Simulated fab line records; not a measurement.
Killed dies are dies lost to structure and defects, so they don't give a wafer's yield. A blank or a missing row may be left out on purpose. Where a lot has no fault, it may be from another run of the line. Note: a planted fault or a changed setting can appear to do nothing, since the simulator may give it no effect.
Comparing a struck lot with a sound one | flow nand_harc | 26 steps out of a route of 1159
Sound: wafers L594.4, L594.5, L594.6. Wafers L599.2, L599.3, L599.6 were the ones struck. The cause is named last.
Per side, at each step with rows, come the tool, then ch with its chambers, and then its first start. Under that, the readings that differ: sound wafers | struck wafers | difference of the means | sigmas: that difference in standard deviations of wafers without a fault.
alike: a reading whose means differ by less than 2 such deviations, as well as words and numbers matching on both sides. not compared: withheld readings; readings where some wafer has no value; bounds like >300 that might hide an equal value; numbers whose values overlap and for which the record gives no deviation.
The two part at a step that has a row with sigmas, a row that says differs or no value, or rows on one side only. Numbers that have no deviation but don't overlap get no sigmas and don't part them. Lack of a reading on every wafer of one side parts them only where that side has two or more wafers.

first, 6 steps without rows for these wafers: NHARC_A_SLIT_COAT_03 (resist thk 90 nm); NHARC_A_SLIT_SOFTBAKE_04 (time 55 s); NHARC_A_SLIT_EBR_05; NHARC_A_SLIT_EXPOSE_06 (exposes mask SLIT); NHARC_A_SLIT_PEB_07 (peb time 65 s); NHARC_A_SLIT_DEVELOP_08 (develop time 35 s).
NHARC_A_SLIT_CD_MEAS_09: target cd 300 nm.
  sound on cd_sem-03 ch 0, day 16 17:31; struck on cd_sem-03 ch 0, day 17 22:06
  alike: cd_nm
NHARC_A_SLIT_OVL_MEAS_10:
  sound on overlay-02, day 16 17:36; struck on overlay-01, day 17 22:11
  reading           | sound          | struck      | difference | sigmas
  overlay_x_nm (nm) | -1.1 -1.2 -1.4 | 0.8 0.5 1.0 | +2.0       | +3
  alike: overlay_y_nm
NHARC_A_SLIT_INSPECT_11:
  sound on defect_inspect-01, day 16 17:38; struck on defect_inspect-02, day 17 22:14
  alike: raw_defect_count
NHARC_A_SLIT_DESCUM_14: chemistry O2, time 3 s.
  sound on rie_diel-03 ch 0,1, day 16 17:41; struck on rie_diel-12 ch 0,2,3, day 17 22:17
  alike: chamber_pressure_mTorr, drypump_motor_current_A, oes_product_au, rf_vpp_V, showerhead_plenum_p_Torr, throttle_valve_pct
  not compared: rf_hours_counter_h
NHARC_A_SLIT_ETCH_24: etches the open film in CF4/CHF3, target depth 121 nm, time 60.5 s.
  sound on rie_diel-03 ch 0,2,3, day 16 17:47; struck on rie_diel-12 ch 0,2, day 17 22:22
  alike: chamber_pressure_mTorr, drypump_motor_current_A, oes_product_au, rf_vpp_V, showerhead_plenum_p_Torr, throttle_valve_pct
  not compared: rf_hours_counter_h
then, 1 step without rows for these wafers: NHARC_A_SLIT_ETCH_15 (etches the open film in O2/COS, target depth 3200 nm, time 832 s).
NHARC_A_SLIT_ETCH_17: etches the open film in C4F8/O2/Ar, time 1687.5 s, target depth 10100 nm.
  sound on har_etch-01 ch 0,1, day 16 20:08; struck on har_etch-01 ch 1, day 17 23:18
  alike: chamber_pressure_mTorr, drypump_motor_current_A, showerhead_plenum_p_Torr, throttle_valve_pct
  not compared: rf_hours_counter_h
NHARC_A_SLIT_ETCH_26: etches the open film in C4F8/O2/Ar, time 90 s, target depth 400 nm.
  sound on har_etch-01 ch 0,1, day 16 21:11; struck on har_etch-01 ch 1, day 18 00:34
  alike: chamber_pressure_mTorr, drypump_motor_current_A, showerhead_plenum_p_Torr, throttle_valve_pct
  not compared: rf_hours_counter_h
then, 2 steps without rows for these wafers: NHARC_A_SLIT_STRIP_28 (strips in O2/COS); NHARC_A_SLIT_ETCH_29 (etches the open film in CF4/O2, target depth 100 nm, overetch 10 nm, time 55 s).
NHARC_A_SLIT_STRIP_18: strips in O2.
  sound: rie_diel-03 ch 1,2; struck: rie_diel-03 ch 0,1,3
  alike: chamber_pressure_mTorr, drypump_motor_current_A, oes_product_au, rf_vpp_V, showerhead_plenum_p_Torr, throttle_valve_pct
  not compared: rf_hours_counter_h
then, 2 steps without rows for these wafers: NHARC_A_SLIT_PRECLEAN_19 (cleans in SC1); NHARC_A_SLIT_SRD_20.
NHARC_A_SLIT_CD_MEAS_21:
  sound on cd_sem-02, day 16 22:17; struck on cd_sem-01, day 18 01:46
  alike: cd_nm
then, 3 steps without rows for these wafers: NHARC_A_SIN_REMOVE_WET_00 (chemistry H3PO4, time 15300 s); NHARC_A_SIN_REMOVE_PRECLEAN_01 (cleans in SC1); NHARC_A_SIN_REMOVE_SRD_02.
NHARC_A_SIN_REMOVE_INSPECT_04:
  sound on defect_inspect-01, day 17 04:20; struck on defect_inspect-02, day 18 09:14
  reading          | sound       | struck         | difference | sigmas
  raw_defect_count | 264 297 259 | 1307 1164 1262 | +971       | +13
NHARC_A_WL_FILL_ALD_00: deposits Al2O3, target thk 3 nm, pulse time 3 s, ald cycles 30.
  sound on ald_hk-01 ch 0,1, day 17 04:26; struck on ald_hk-01 ch 0,1, day 18 11:07
  alike: heater_power_w, precursor_pulse_height_rel
-- the record jumps here: 4 days lie between the struck wafers' starts before and after (it left off in module A_WL_FILL and takes up again in module END, whose first step shown is number 1159 of the route) --
NHARC_END_SORT_01:
  sound on prober-02 ch 0, day 21 14:25; struck on prober-02 ch 0, day 22 21:38
  reading         | sound    | struck      | difference | sigmas
  killed_at_array | 31 36 32 | 109 98 119  | +76        | +9
  killed_dies     | 40 39 38 | 110 100 121 | +71        | +8
  alike: killed_at_other, killed_at_periphery, killed_open, killed_short

## WHERE THEY PART
Last at NHARC_END_SORT_01 as far as this record goes, first at NHARC_A_SLIT_OVL_MEAS_10.

WHY: what had been put in by the simulator
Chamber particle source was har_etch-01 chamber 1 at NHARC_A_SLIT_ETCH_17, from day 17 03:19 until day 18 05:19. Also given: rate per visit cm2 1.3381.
